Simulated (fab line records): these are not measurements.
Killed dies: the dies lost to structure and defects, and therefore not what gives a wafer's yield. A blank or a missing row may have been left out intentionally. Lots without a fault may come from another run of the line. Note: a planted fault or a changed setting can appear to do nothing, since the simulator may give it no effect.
Lot-split experiment ; flow n5Finfet ; 21 wafers read from 7 lots, route of 1938 steps

== THE SPLIT ITSELF ==
At N5_BEOL_M4_ETCH_70 (etches SOC in N2/H2, target depth 80 nm, overetch 24 nm, time 130 s), the setting timeS was moved away from the recipe's 130 s on 5 of the 21 wafers read, by -13.8% to +21.2%. This setting was run at the recipe's value on the other wafers.

The split's own step is where the reading is taken.

== THE READING ==
SiARC_of_BEOL_M4_COAT_68.thkNm (the simulator's own value, which no gauge read), in nm, at N5_BEOL_M4_ETCH_70 (etches SOC in N2/H2, target depth 80 nm, overetch 24 nm, time 130 s). The file does not state a usual value for it. Here, 16 wafers ran the recipe; their average is 5.9 nm with a standard deviation of 0.14 nm.

wafer;tool, chamber at the split;timeS as run, s;against the recipe;SiARC_of_BEOL_M4_COAT_68.thkNm, nm;against lot-mates on the recipe
L074.1;rieDiel-01, 3;113.6;-12.6%;6.6;+0.8
L074.6;rieDiel-01, 3;113.6;-12.6%;6.6;+0.8
L074.5;rieDiel-01, 0;130;recipe;5.8;-
L076.4;rieDiel-03, 0;146;+12.3%;5.2;-0.7
L076.5;rieDiel-03, 3;130;recipe;5.8;-
L076.6;rieDiel-03, 2;130;recipe;6;-
L081.3;rieDiel-01, 0;157.5;+21.2%;4.6;-1.2
L081.5;rieDiel-01, 3,0;130;recipe;5.8;-
L081.6;rieDiel-01, 3,0;130;recipe;5.8;-
L086.1;rieDiel-01, 3,2,0;130;recipe;5.8;-
L086.3;rieDiel-01, 3,2,0;130;recipe;5.8;-
L086.6;rieDiel-01, 3,2,0;130;recipe;5.8;-
L089.1;rieDiel-04, 3;130;recipe;5.8;-
L089.2;rieDiel-04, 2,1;130;recipe;6;-
L089.4;rieDiel-04, 2,1;130;recipe;6;-
L090.1;rieDiel-03, 2;112;-13.8%;7;+1.1
L090.3;rieDiel-03, 3;130;recipe;5.6;-
L090.5;rieDiel-03, 2;130;recipe;6.2;-
L091.2;rieDiel-01, 3;130;recipe;6;-
L091.4;rieDiel-01, 1,0;130;recipe;5.8;-
L091.5;rieDiel-01, 1,0;130;recipe;5.8;-
Rows listing several chambers each stand for several wafers; the file does not say which wafer went through which chamber.

THE FIT
A straight line over all 21 wafers: SiARC_of_BEOL_M4_COAT_68.thkNm changes by -0.0623 nm for each +1% of timeS; r = -0.96; the points scatter about the line by 0.14 nm.
The same after taking each lot's own level away (the mean of its wafers on the recipe; 21 wafers): -0.0625 nm for each +1%; r = -0.97; scatter 0.13 nm.
On that fit, the largest move of timeS shifts the reading by 1.3 nm.
From 5.80 to 5.93 nm: that is the span of the lots' own levels, equal to 1.0 times the standard deviation above.
Consequently the slope shifts little with the lot-to-lot level, the two slopes agreeing.
Check: -1.39 nm against its lot-mates is what the line predicts for one of the wafers moved furthest among these (+21.2%) when that wafer is left out of the fit. It came out at -1.2 nm against them.

== OTHER SPLITS APPLIED TO THESE WAFERS ==
Before the reading, these wafers also passed through other splits. Each is held against what the fit with the lots' levels taken away leaves over:
other split on the same wafers;wafers away from the commonest value;r with SiARC_of_BEOL_M4_COAT_68.thkNm (lot level and that fit taken away)
N5_MOL_CONTACT_COAG_CVD_140 targetThkA;4;+0.08
N5_BEOL_M0_SAQP_PECVD_96 timeS;2;+0.14
N5_BEOL_M0_ETCH_109 biasW;7;+0.12
N5_BEOL_M1_EXPOSE_08 doseMj;3;-0.11
N5_BEOL_M1_ETCH_64 sourceW;6;+0.06
N5_BEOL_M3_EXPOSE_25 doseMj;9;-0.09
N5_BEOL_M3_SPUTTER_86 timeS;5;-0.09

== THE FILE'S OWN FIT ==
SiARC_of_BEOL_M4_COAT_68.thkNm changes by -0.0625 nm for each +1% of timeS, r = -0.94.
